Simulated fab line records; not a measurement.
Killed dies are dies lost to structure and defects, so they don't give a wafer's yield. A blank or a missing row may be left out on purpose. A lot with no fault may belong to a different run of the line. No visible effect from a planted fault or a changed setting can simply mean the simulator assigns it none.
The tool behind it: which one? ; flow nandHarc ; Sampling: 8 lots, 24 wafers, 8 of 1302 route steps

WHAT THE GAUGES READ, wafer by wafer
NHARC_A_ONON_D1_THK_MEAS_08: measures by ellipsometry.
lot;measured;on;thkNm (nm)
L820;day 8 02:23;filmMetro-01;999 997 998
L824;day 9 12:50;filmMetro-02;1010 1012 1013
L830;day 11 23:54;filmMetro-02;1015 1016 1016
L833;day 13 01:36;filmMetro-02;1004 1005 1003
L836;day 14 11:54;filmMetro-02;986 987 988
L839;day 15 09:02;filmMetro-02;996 996 994
L840;day 16 06:31;filmMetro-01;1004 1004 1004
L842;day 17 05:38;filmMetro-02;1000 998 999

NHARC_A_CHANNEL_HOLE_D1_CD_MEAS_10 targets a cd of 100 nm.
lot;measured;on;cdNm (nm)
L820;day 8 18:54;cdSem-01;99.7 99.8 100.3
L824;day 10 04:09;cdSem-01;99.8 100.4 100.2
L830;day 12 14:17;cdSem-03;95.0 94.6 95.0
L833;day 13 16:11;cdSem-02;94.4 95.3 94.8
L836;day 15 03:13;cdSem-01;99.6 99.8 100.1
L839;day 16 02:04;cdSem-03;98.5 99.9 100.1
L840;day 17 00:32;cdSem-03;99.3 99.0 100.3
L842;day 17 21:13;cdSem-03;100.4 99.3 100.1

NHARC_A_CHANNEL_HOLE_D1_CD_MEAS_30.
lot;measured;on;cdNm (nm)
L820;day 9 01:49;cdSem-01;90.6 88.5 90.0
L824;day 10 11:16;cdSem-01;89.3 89.3 90.1
L830;day 12 21:10;cdSem-02;83.0 82.7 85.1
L833;day 13 23:04;cdSem-01;82.9 84.0 84.0
L836;day 15 10:06;cdSem-02;89.5 87.9 89.9
L839;day 16 08:59;cdSem-02;87.7 88.2 89.8
L840;day 17 15:32;cdSem-03;87.2 88.1 88.5
L842;day 18 04:07;cdSem-01;89.7 89.5 90.8

NHARC_END_WLT_00.
lot;measured;on;VT_DECK1_BOTTOM;VT_DECK1_BOTTOM_INNER;VT_DECK1_MEDIAN_NEAR_BOTTOM;VT_DECK1_MEDIAN_NEAR_BOTTOM_INNER;VT_DECK1_MIDDLE;VT_DECK1_MIDDLE_INNER;VT_DECK1_TOP;VT_DECK1_TOP_INNER;VT_DECK2_BOTTOM;VT_DECK2_BOTTOM_INNER;VT_DECK2_MEDIAN_NEAR_BOTTOM;VT_DECK2_MEDIAN_NEAR_BOTTOM_INNER;VT_DECK2_MIDDLE;VT_DECK2_MIDDLE_INNER;VT_DECK2_TOP;VT_DECK2_TOP_INNER
L820;day 25 12:15;prober-02;0.863 0.857 0.864;0.865 0.866 0.860;0.863 0.858 0.869;0.860 0.860 0.864;0.885 0.878 0.882;0.881 0.877 0.876;0.881 0.888 0.878;0.886 0.890 0.890;0.884 0.872 0.880;0.880 0.879 0.871;0.884 0.870 0.876;0.887 0.879 0.876;0.891 0.892 0.896;0.893 0.897 0.892;0.908 0.903 0.906;0.905 0.899 0.911
L824;day 25 21:04;prober-01;0.872 0.867 0.863;0.869 0.866 0.877;0.872 0.877 0.875;0.867 0.864 0.880;0.885 0.885 0.881;0.886 0.880 0.884;0.888 0.898 0.893;0.886 0.892 0.897;0.862 0.878 0.889;0.868 0.879 0.878;0.868 0.880 0.881;0.862 0.876 0.881;0.887 0.887 0.892;0.878 0.883 0.888;0.897 0.901 0.893;0.887 0.906 0.900
L830;day 28 07:52;prober-01;0.860 0.862 0.863;0.856 0.856 0.866;0.861 0.856 0.862;0.857 0.854 0.868;0.877 0.871 0.884;0.878 0.877 0.890;0.897 0.895 0.890;0.892 0.884 0.894;0.877 0.879 0.873;0.866 0.882 0.874;0.871 0.879 0.874;0.873 0.884 0.874;0.882 0.898 0.888;0.888 0.895 0.886;0.892 0.899 0.899;0.897 0.900 0.900
L833;day 29 13:32;prober-02;0.851 0.856 0.854;0.852 0.853 0.856;0.853 0.850 0.858;0.855 0.854 0.851;0.866 0.868 0.872;0.872 0.874 0.874;0.885 0.879 0.882;0.889 0.885 0.887;0.873 0.875 0.870;0.874 0.870 0.873;0.869 0.868 0.870;0.873 0.872 0.873;0.884 0.884 0.886;0.887 0.883 0.890;0.898 0.902 0.894;0.900 0.901 0.896
L836;day 30 19:38;prober-02;0.870 0.860 0.879;0.868 0.867 0.872;0.878 0.869 0.884;0.874 0.867 0.885;0.883 0.887 0.882;0.884 0.887 0.888;0.899 0.903 0.913;0.900 0.902 0.910;0.863 0.873 0.866;0.868 0.868 0.860;0.863 0.865 0.871;0.869 0.877 0.864;0.885 0.888 0.885;0.879 0.893 0.888;0.901 0.898 0.890;0.898 0.901 0.901
L839;day 31 20:10;prober-01;0.867 0.863 0.870;0.859 0.865 0.871;0.865 0.862 0.871;0.858 0.862 0.872;0.880 0.872 0.885;0.876 0.880 0.886;0.892 0.887 0.904;0.891 0.894 0.894;0.885 0.881 0.876;0.881 0.878 0.878;0.883 0.877 0.883;0.882 0.881 0.883;0.890 0.894 0.896;0.898 0.891 0.889;0.909 0.903 0.908;0.902 0.910 0.908
L840;day 32 21:26;prober-02;0.873 0.878 0.869;0.866 0.880 0.870;0.869 0.883 0.883;0.868 0.876 0.873;0.889 0.892 0.886;0.886 0.894 0.889;0.900 0.893 0.904;0.894 0.893 0.901;0.873 0.861 0.862;0.856 0.862 0.861;0.869 0.865 0.863;0.874 0.863 0.871;0.879 0.886 0.880;0.880 0.877 0.883;0.889 0.889 0.892;0.899 0.898 0.899
L842;day 33 05:14;prober-02;0.873 0.872 0.883;0.878 0.870 0.872;0.879 0.880 0.889;0.879 0.877 0.875;0.886 0.896 0.881;0.881 0.886 0.898;0.903 0.907 0.900;0.900 0.914 0.904;0.871 0.872 0.869;0.872 0.864 0.871;0.862 0.858 0.873;0.874 0.868 0.871;0.879 0.880 0.883;0.883 0.880 0.877;0.892 0.899 0.900;0.904 0.893 0.890

EACH LOT AND THE TOOL THAT RAN IT (in order: tool; ch and the chambers of the sampled wafers; start)
lot;NHARC_A_CHANNEL_HOLE_D1_PEB_08;NHARC_A_CHANNEL_HOLE_D1_DESCUM_15;NHARC_A_CHANNEL_HOLE_D1_ETCH_38;NHARC_A_CHANNEL_HOLE_D1_XSEM_31
L820;lithoTrack-04 ch 0, day 8 18:49;rieDiel-09 ch 0,1, day 8 19:06;rieDiel-09 ch 0,1, day 8 19:10;xsem-02 ch 0, day 9 01:54
L824;lithoTrack-04 ch 0, day 10 04:04;rieDiel-09 ch 0,1,3, day 10 04:21;rieDiel-09 ch 0,1, day 10 04:28;xsem-02 ch 0, day 10 11:21
L830;lithoTrack-04 ch 0, day 12 14:13;rieDiel-09 ch 0,2,3, day 12 14:28;rieDiel-09 ch 0,1,2, day 12 14:34;xsem-02 ch 0, day 12 21:15
L833;lithoTrack-04 ch 0, day 13 16:07;rieDiel-08 ch 0,1,3, day 13 16:23;rieDiel-08 ch 0,3, day 13 16:28;xsem-02 ch 0, day 13 23:09
L836;lithoTrack-06 ch 0, day 15 03:08;rieDiel-09 ch 0,1,2, day 15 03:25;rieDiel-09 ch 0,2,3, day 15 03:29;xsem-02 ch 0, day 15 10:11
L839;lithoTrack-06 ch 0, day 16 01:59;rieDiel-09 ch 0,1, day 16 02:16;rieDiel-09 ch 0,2,3, day 16 02:21;xsem-01 ch 0, day 16 09:04
L840;lithoTrack-06 ch 0, day 17 00:27;rieDiel-09 ch 0,1,3, day 17 00:43;rieDiel-09 ch 1,2,3, day 17 00:48;xsem-01 ch 0, day 17 15:37
L842;lithoTrack-01 ch 0, day 17 21:08;rieDiel-09 ch 0,1,3, day 17 21:25;rieDiel-09 ch 1,2,3, day 17 21:30;xsem-02 ch 0, day 18 04:12
- NHARC_A_CHANNEL_HOLE_D1_PEB_08: peb time 65 s.
- NHARC_A_CHANNEL_HOLE_D1_DESCUM_15: chemistry O2, time 3 s.
- NHARC_A_CHANNEL_HOLE_D1_ETCH_38: etches the open film in CF4, target depth 39 nm, time 65 s.
- NHARC_A_CHANNEL_HOLE_D1_XSEM_31

AS READ BY THE TOOLS THEMSELVES (means over the sampled wafers that have a number; for cases with no such wafer, the mark the record gives instead)
NHARC_A_CHANNEL_HOLE_D1_PEB_08.
lot;tool;heaterPowerTotalW (W);plateTempC (C)
L820;lithoTrack-04;156.8;100.04
L824;lithoTrack-04;156.4;100.12
L830;lithoTrack-04;152.6;98.06
L833;lithoTrack-04;152.9;98.17
L836;lithoTrack-06;156.4;100.08
L839;lithoTrack-06;156.9;99.95
L840;lithoTrack-06;156.6;100.14
L842;lithoTrack-01;156.5;99.90

NHARC_A_CHANNEL_HOLE_D1_DESCUM_15.
lot;tool;drypumpMotorCurrentA (A);oesProductAu (a.u.);rfVppV (V);showerheadPlenumPTorr (Torr);throttleValvePct (%)
L820;rieDiel-09;5.6;1.004;59.1;1.85;11.310
L824;rieDiel-09;5.7;1.001;57.3;1.84;11.307
L830;rieDiel-09;5.8;0.998;57.8;1.91;11.306
L833;rieDiel-08;5.4;0.998;57.2;1.90;11.312
L836;rieDiel-09;5.7;0.990;57.8;1.92;11.309
L839;rieDiel-09;5.6;0.994;57.1;1.85;11.313
L840;rieDiel-09;5.7;0.993;57.6;1.83;11.313
L842;rieDiel-09;5.7;0.993;57.2;1.83;11.315

NHARC_A_CHANNEL_HOLE_D1_ETCH_38.
lot;tool;cf4FlowSccm (sccm);drypumpMotorCurrentA (A);oesProductAu (a.u.);rfVppV (V);showerheadPlenumPTorr (Torr);throttleValvePct (%)
L820;rieDiel-09;150.3;5.9;0.992;151.2;1.75;13.280
L824;rieDiel-09;150.1;5.6;0.995;150.6;1.71;13.284
L830;rieDiel-09;150.1;5.7;0.995;151.0;1.77;13.286
L833;rieDiel-08;149.9;5.3;1.006;151.6;1.75;13.289
L836;rieDiel-09;149.9;5.8;0.997;152.0;1.76;13.285
L839;rieDiel-09;149.9;5.8;0.993;151.4;1.76;13.280
L840;rieDiel-09;150.1;5.5;0.999;152.0;1.73;13.285
L842;rieDiel-09;149.8;5.5;0.996;151.4;1.73;13.281

NHARC_A_CHANNEL_HOLE_D1_XSEM_31.
lot;tool;botCdNm (nm);bowNm (nm);tiltDeg (degrees)
L820;xsem-02;74.7;9.21;0.09
L824;xsem-02;74.7;8.57;0.05
L830;xsem-02;67.6;8.91;0.01
L833;xsem-02;67.7;8.66;0.10
L836;xsem-02;72.8;8.81;0.05
L839;xsem-01;73.7;8.71;0.11
L840;xsem-01;73.0;8.44;0.07
L842;xsem-02;75.2;8.98;0.02

THE ANSWER, worked out from the rows above alone
Rule: usual is defined by the lots themselves. Put in order of their means at a reading, lots are off if they are a third of the lots or fewer, leave a main group of 4 or more, and stand apart from it by a gap of 3 or more times the standard deviation of the main group's means; of several such gaps the widest counts. Not used: any main group whose means are identical at the precision the tables above print for the reading. A lot without any number at a reading at which 4 lots or more have one is off too. Any other lot the step has rows for is counted as sound. First the gauges in route order, then the tools' own readings, where a lot's mean is used as printed above. The first step at which some lot is off is used, and at that step the reading that is off furthest; a lot without a number counts as furthest.
Off, at NHARC_A_CHANNEL_HOLE_D1_CD_MEAS_10 on cdNm: L830, L833. For the main group the mean is 99.8 nm and the standard deviation 0.23.
If a tool, at a process step before that reading, ran all the lots that are off and no sound lot after the first of them, it fits. The gauges at NHARC_A_CHANNEL_HOLE_D1_CD_MEAS_10 aren't tried: what is off there is off at NHARC_A_CHANNEL_HOLE_D1_PEB_08 too, on other tools, and a gauge's error can't cause that. One candidate fits, namely lithoTrack-04 at NHARC_A_CHANNEL_HOLE_D1_PEB_08. A fault onset in the window from L824 (day 10 04:04, its last sound lot) to L830 (day 12 14:13, its first lot off) fits.
The tool's own readings at NHARC_A_CHANNEL_HOLE_D1_PEB_08 bear it out: on the lots that are off they differ by more than 5 times the standard deviation of the sound lots' means. heaterPowerTotalW reads 152.8 W there against 156.6 W on the sound lots; plateTempC reads 98.12 C there against 100.04 C on the sound lots.

WHAT THE SIMULATOR PUT IN
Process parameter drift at NHARC_A_CHANNEL_HOLE_D1_PEB_08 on lithoTrack-04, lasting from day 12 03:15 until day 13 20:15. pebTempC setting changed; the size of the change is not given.
Struck lots among those shown: L830, L833. This agrees with what the rule above found.
